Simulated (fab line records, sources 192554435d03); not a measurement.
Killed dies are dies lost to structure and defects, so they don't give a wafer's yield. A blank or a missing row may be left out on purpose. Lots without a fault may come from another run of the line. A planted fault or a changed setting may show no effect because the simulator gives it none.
fab line records | flow n5_finfet
record lots=11 wafers=31 last_day=18
route steps=1938 shown BEOL_M11@1540 MIM_BOT_LITHO@1863 MIM_BOT_ETCH@1866 PASSIVATION@1916
lots that met no fault: from a run of the same line without faults
start_h: hours from the record's first day to the start of the lot's first wafer shown | wait_h: hours since the lot's step before | " the same as in the row above | L1.1+2: a row that stands for several wafers | - no value, or no start given | * or withheld: withheld | < > ~ a bound
route shown NAME@n: a module of which the file shows steps, and the number in the route of the first | usual: mean/standard deviation of fault-free wafers | same: alike in all rows | chamber/n: place in a boat | sites: the reading at each site | _std_site: their standard deviation | _edge_site: outer sites' mean less inner sites' | radius_mm: how far each site lies from the wafer's centre | mask NAME#n: copy n | behind: the tool/chamber that last shaped the wafer | hold: why the lot was held/for how many hours/how that ended | device: the transistor (n, p or np) that didn't switch | end of line: the same wafers' tests at the end of the route | a step without rows: its recipe alone | killed: dies lost to structure and defects at the first sort, not the wafer's yield | map: a wafer's dies, x killed, . not, _ none there
set.NAME: the setting as run; set.NAME@STEP: as run at that earlier step | model.NAME: the simulator's own value behind a step, which no gauge read
steps of the route over a sample of lots; a table a step, a row a wafer
services: from which hour (start_h, from the record's first day; less than 0 if before it) a tool's chamber was out of use, for how many hours, and why
## steps
# step N5_BEOL_M11_HM_DEP_02
# recipe material=TiN target_thk_a=200 temp_c=25 chamber_pressure_pa=0.49996
# usual throttle_valve_pct=29.3/1.1
# columns lot.wafer tool chamber start_h wait_h throttle_valve_pct
L288.1 pvd_sputter-03 - 225.88 0.7 28.7
L288.2 " - " " 31.0
L288.4 " - " " 28.5
L289.1 pvd_sputter-01 - 242.82 1.2 27.9
L289.4 " - " " 30.5
L289.6 " - " " 27.5
L287.3 pvd_sputter-02 - 242.86 0.9 29.2
L287.4 " - " " 30.2
L287.5 " - " " 30.4
L290.3 pvd_sputter-01 - 245.98 0.4 28.1
L290.5 " - " " 27.9
L290.6 " - " " 29.0
L291.1 pvd_sputter-01 - 255.18 1.0 30.7
L291.2 " - " " 29.2
L291.6 " - " " 29.0
L293.2 pvd_sputter-02 - 271.21 1.7 30.1
L293.4 " - " " 31.0
L293.5 " - " " 30.4
L292.4 pvd_sputter-01 - 277.15 0.2 27.8
L300.1 pvd_sputter-03 - 315.27 0.9 28.6
L300.4 " - " " 31.2
L300.5 " - " " 28.9
L303.2 pvd_sputter-03 - 326.67 1.3 28.5
L303.3 " - " " 30.9
L303.6 " - " " 28.7
L305.1 pvd_sputter-02 - 343.84 2.5 30.2
L305.2 " - " " 29.2
L305.4 " - " " 31.4
L308.3 pvd_sputter-03 - 367.95 1.9 28.8
L308.5 " - " " 30.7
L308.6 " - " " 28.7
# step N5_MIM_BOT_LITHO_OVL_MEAS_11
# recipe points_per_wafer=44
# usual MIM_BOT_OVL=-2/5.3
# columns lot.wafer tool chamber start_h wait_h MIM_BOT_OVL[nm]
L288.1 overlay-01 0 259.69 0.0 -13
L288.2 " 0 " " -1
L288.4 " 0 " " -3
L287.3 overlay-01 0 277.87 0.0 -3
L287.4 " 0 " " 0
L287.5 " 0 " " 0
L289.1 overlay-02 0 283.03 0.0 -6
L289.4 " 0 " " 2
L289.6 " 0 " " -4
L290.3 overlay-02 0 283.38 0.0 4
L290.5 " 0 " " 6
L290.6 " 0 " " 6
L291.1 overlay-01 0 289.02 0.0 0
L291.2 " 0 " " 3
L291.6 " 0 " " 3
L293.2 overlay-02 0 311.72 0.0 3
L293.4 " 0 " " 0
L293.5 " 0 " " 10
L292.4 overlay-02 0 314.20 0.0 2
L300.1 overlay-01 0 349.53 0.0 -4
L300.4 " 0 " " -4
L300.5 " 0 " " -2
L303.2 overlay-02 0 358.94 0.0 -4
L303.3 " 0 " " -7
L303.6 " 0 " " -7
L305.1 overlay-02 0 382.78 0.0 -11
L305.2 " 0 " " -6
L305.4 " 0 " " -13
L308.3 overlay-02 0 410.92 0.0 -5
L308.5 " 0 " " 0
L308.6 " 0 " " -6
# step N5_MIM_BOT_ETCH_ETCH_04
# recipe chemistry=CF4/O2 target=SiNx target_depth_a=260 time_s=13 ion_energy_ev=100 pressure_mtorr=40 source_w=535 bias_w=49 Ar_flow_sccm=100 cf4_flow_sccm=100 O2_flow_sccm=10
# usual drypump_motor_current_A=5.6/0.35 oes_f_703_au=0.78/0.072 oes_o_777_au=0.78/0.074 oes_product_au=0.78/0.076 rf_vpp_V=240/4.2 showerhead_plenum_p_Torr=2.22/0.066 throttle_valve_pct=15.91/0.2
# columns lot.wafer tool chamber start_h wait_h drypump_motor_current_A oes_f_703_au oes_o_777_au oes_product_au rf_hours_counter_h rf_vpp_V showerhead_plenum_p_Torr throttle_valve_pct
L288.1 rie_diel-05 3 259.87 0.0 5.7 0.68 0.70 0.68 235 248 2.18 16.00
L288.2 " 0 " " 5.6 0.81 0.81 0.82 78 242 2.32 15.91
L288.4 " 1 " " 5.4 0.90 0.90 0.91 24 241 2.17 15.85
L287.3 rie_diel-02 3 278.00 0.0 5.5 0.85 0.84 0.84 76 232 2.16 16.08
L287.4 " 1 " " 5.4 0.84 0.81 0.87 37 245 2.25 15.99
L287.5 " 1 " " 5.4 0.84 0.80 0.86 - 247 2.25 15.97
L289.1 rie_diel-05 3 283.15 0.0 5.7 0.67 0.69 0.67 243 247 2.18 16.01
L289.4 " 0 " " 5.6 0.80 0.80 0.80 86 242 2.31 15.93
L289.6 " 2 " " 5.8 0.69 0.67 0.68 - 237 2.26 15.75
L290.3 rie_diel-04 2 283.52 0.0 5.7 0.75 0.72 0.73 213 234 2.28 16.23
L290.5 " 1 " " 5.4 0.86 0.88 0.86 - 237 2.14 15.47
L290.6 " 2 " " 5.7 0.75 0.72 0.72 - 231 2.28 16.23
L291.1 rie_diel-04 0 289.34 0.0 5.9 0.71 0.72 0.72 211 240 2.18 15.97
L291.2 " 2 " " 5.7 0.74 0.72 0.72 214 233 2.28 16.24
L291.6 " 0 " " 5.9 0.70 0.72 0.71 - 241 2.18 15.96
L293.2 rie_diel-05 1 311.97 0.0 5.4 0.87 0.87 0.88 43 240 2.16 15.92
L293.4 " 0 " " 5.5 0.79 0.79 0.80 - 242 2.31 15.96
L293.5 " 1 " " 5.4 0.87 0.87 0.88 - 241 2.16 15.90
L292.4 rie_diel-02 0 314.38 0.0 5.4 0.75 0.75 0.74 - 241 2.21 15.90
L300.1 rie_diel-04 2 349.65 0.0 5.7 0.73 0.69 0.70 236 234 2.27 16.28
L300.4 " 1 " " 5.4 0.84 0.85 0.84 65 236 2.13 15.53
L300.5 " 2 " " 5.7 0.73 0.70 0.71 - 232 2.27 16.30
L303.2 rie_diel-02 1 359.07 0.0 5.4 0.80 0.78 0.81 66 246 2.24 16.05
L303.3 " 2 " " 6.6 0.70 0.72 0.70 217 241 2.10 16.01
L303.6 " 0 " " 5.4 0.73 0.73 0.73 - 242 2.20 15.93
L305.1 rie_diel-02 3 382.91 0.0 5.5 0.81 0.81 0.80 107 232 2.15 16.13
L305.2 " 2 " " 6.6 0.70 0.72 0.69 224 243 2.09 16.02
L305.4 " 1 " " 5.4 0.79 0.76 0.80 74 247 2.23 16.06
L308.3 rie_diel-05 1 411.04 0.0 5.4 0.82 0.83 0.84 81 241 2.15 15.98
L308.5 " 1 " " 5.4 0.82 0.82 0.83 - 240 2.15 15.98
L308.6 " 0 " " 5.6 0.76 0.75 0.76 - 243 2.29 16.03
# step N5_PASSIVATION_PECVD_35
# recipe material=SiNx target_thk_a=7000 temp_c=400 precursor=SiH4/NH3/N2 pressure_torr=4.9 rf_w=1406 time_s=151.3
# usual heater_power_w=392/150 showerhead_plenum_p_Torr=8.70/0.08 showerhead_vpp_V=2350/140 throttle_valve_pct=29.3/1.1
# columns lot.wafer tool chamber start_h wait_h heater_power_w showerhead_plenum_p_Torr showerhead_vpp_V throttle_valve_pct
L288.1 pecvd-03 1 266.54 0.1 453 8.71 2346 29.5
L288.2 " 0 " " 376 8.83 2370 29.7
L288.4 " 2 " " 196 8.55 2240 28.0
L287.3 pecvd-03 0 285.96 0.1 337 8.83 2381 29.8
L287.4 " 2 " " 98 8.58 2232 28.2
L287.5 " 0 " " 376 8.84 2365 30.2
L289.1 pecvd-02 1 290.41 0.1 732 8.66 2213 27.6
L289.4 " 1 " " 539 8.66 2207 28.0
L289.6 " 0 " " 578 8.64 2551 30.1
L290.3 pecvd-01 2 291.40 0.1 233 8.62 2347 28.3
L290.5 " 1 " " 514 8.63 2579 31.0
L290.6 " 2 " " 279 8.65 2305 28.4
L291.1 pecvd-01 0 295.73 0.1 288 8.75 2365 28.6
L291.2 " 1 " " 416 8.64 2586 30.6
L291.6 " 2 " " 247 8.65 2320 28.4
L293.2 pecvd-01 0 316.43 0.1 218 8.78 2353 28.5
L293.4 " 0 " " 255 8.75 2366 28.5
L293.5 " 2 " " 286 8.63 2339 28.5
L292.4 pecvd-02 1 319.31 0.1 706 8.69 2221 27.7
L300.1 pecvd-01 2 355.54 0.1 319 8.66 2384 28.1
L300.4 " 0 " " 257 8.76 2380 28.6
L300.5 " 2 " " 190 8.67 2309 28.4
L303.2 pecvd-03 2 364.82 0.1 209 8.56 2219 28.1
L303.3 " 1 " " 454 8.71 2290 29.5
L303.6 " 2 " " 99 8.54 2231 28.2
L305.1 pecvd-01 0 388.12 0.1 266 8.77 2353 28.7
L305.2 " 1 " " 361 8.63 2631 30.7
L305.4 " 1 " " 426 8.62 2629 30.8
L308.3 pecvd-01 0 418.13 0.1 199 8.77 2348 28.4
L308.5 " 1 " " 487 8.64 2559 30.6
L308.6 " 2 " " 192 8.64 2319 28.5
# step N5_PASSIVATION_PROBE_49
# usual defect_limited_yield=91.0/1.5 killed_at_M0_to_M3=34/9.1 killed_at_M4_up=14/5.7 killed_at_contacts=13/5.7 killed_at_front_end=42/12 killed_at_other=4/3.4 killed_dies=106/17 killed_on_rim=14/4.3 killed_open=70/13 killed_short=34/7.5 sort_bin_5_function=5.2/0.94 sort_bin_6_memory=3.4/0.69 sort_n_pass=1074/17 sort_yield_pct=91.0/1.5
# same gross_dies=1180 killed_at_back_side=0 sort_bin_4_leakage[%]=0 sort_bin_8_speed[%]=0
# columns lot.wafer tool chamber start_h wait_h defect_limited_yield[%] killed_at_M0_to_M3 killed_at_M4_up killed_at_contacts killed_at_front_end killed_at_other killed_dies killed_on_rim killed_open killed_short sort_bin_5_function[%] sort_bin_6_memory[%] sort_n_pass sort_yield_pct[%]
L292.4 prober-01 - 323.04 0.2 85.2 30 88 11 44 2 175 32 57 34 9.4 3.6 1005 85.2
# killed by level:class
L292.4 BEOL_M11:unspecified=82 FIN_SAQP:geometric_particle:open=13 GATE_CUT:geometric_particle:short=8 BEOL_M2:geometric_particle:open=8 MOL_CONTACT_COAG:geometric_particle:open=7 STI_FIN_REVEAL:geometric_particle:open=6 BEOL_M3:geometric_particle:open=6 BEOL_M0_SAQP:geometric_particle:open=6
## services
# columns tool chamber start_h hours kind
rie_diel-05 3 207.52 3.0 repair
pecvd-02 - 217.46 14.6 pm
pecvd-03 - 261.81 1.5 repair
rie_diel-04 2 266.00 8.9 repair
pecvd-01 2 269.11 12.2 repair
pecvd-01 2 300.55 5.5 scheduled_down
rie_diel-05 3 304.84 - clean
rie_diel-05 3 304.84 - consumable_replace:focus_ring
rie_diel-02 3 307.91 13.1 repair
pecvd-01 2 327.12 5.4 repair
rie_diel-05 1 337.55 4.0 repair
pvd_sputter-03 - 341.47 6.6 repair
rie_diel-05 - 352.42 0.5 repair
pvd_sputter-01 - 369.52 4.6 repair
rie_diel-02 - 372.06 0.2 repair
pecvd-01 - 379.79 2.8 pm
rie_diel-04 - 389.10 14.6 pm
rie_diel-05 - 389.51 2.8 pm
pvd_sputter-01 - 390.82 1.7 repair
pvd_sputter-03 - 393.43 2.3 repair
rie_diel-05 2 397.25 10.5 repair
pecvd-02 - 397.98 0.2 repair
pecvd-02 1 403.30 5.7 repair
pecvd-01 0 411.99 2.1 scheduled_down
## key
first_sign step=N5_PASSIVATION_PROBE_49 reading=killed_at_M4_up direction=up sigmas=13 usual=14 struck=88
effect step=N5_PASSIVATION_PROBE_49 reading=defect_limited_yield direction=down sigmas=4 usual=91.0 struck=85.2
more_kills_born_at N5_BEOL_M11_HM_DEP_02@pvd_sputter-01=82
met_at N5_BEOL_M11_HM_DEP_02
struck_lots L292
struck_wafers L292.4
not_acting_at N5_MIM_BOT_LITHO_OVL_MEAS_11,N5_MIM_BOT_ETCH_ETCH_04,N5_PASSIVATION_PECVD_35
onset_between 245.98 277.15
earlier_fault kind=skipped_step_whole tool=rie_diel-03 chamber=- onset_h=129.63 steps=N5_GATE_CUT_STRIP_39 scope=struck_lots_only
fault kind=chamber_particle_source tool=pvd_sputter-01 chamber=- onset_h=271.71 steps=N5_BEOL_M11_HM_DEP_02 rate_per_visit_cm2=0.66428 scope=struck_wafers_only
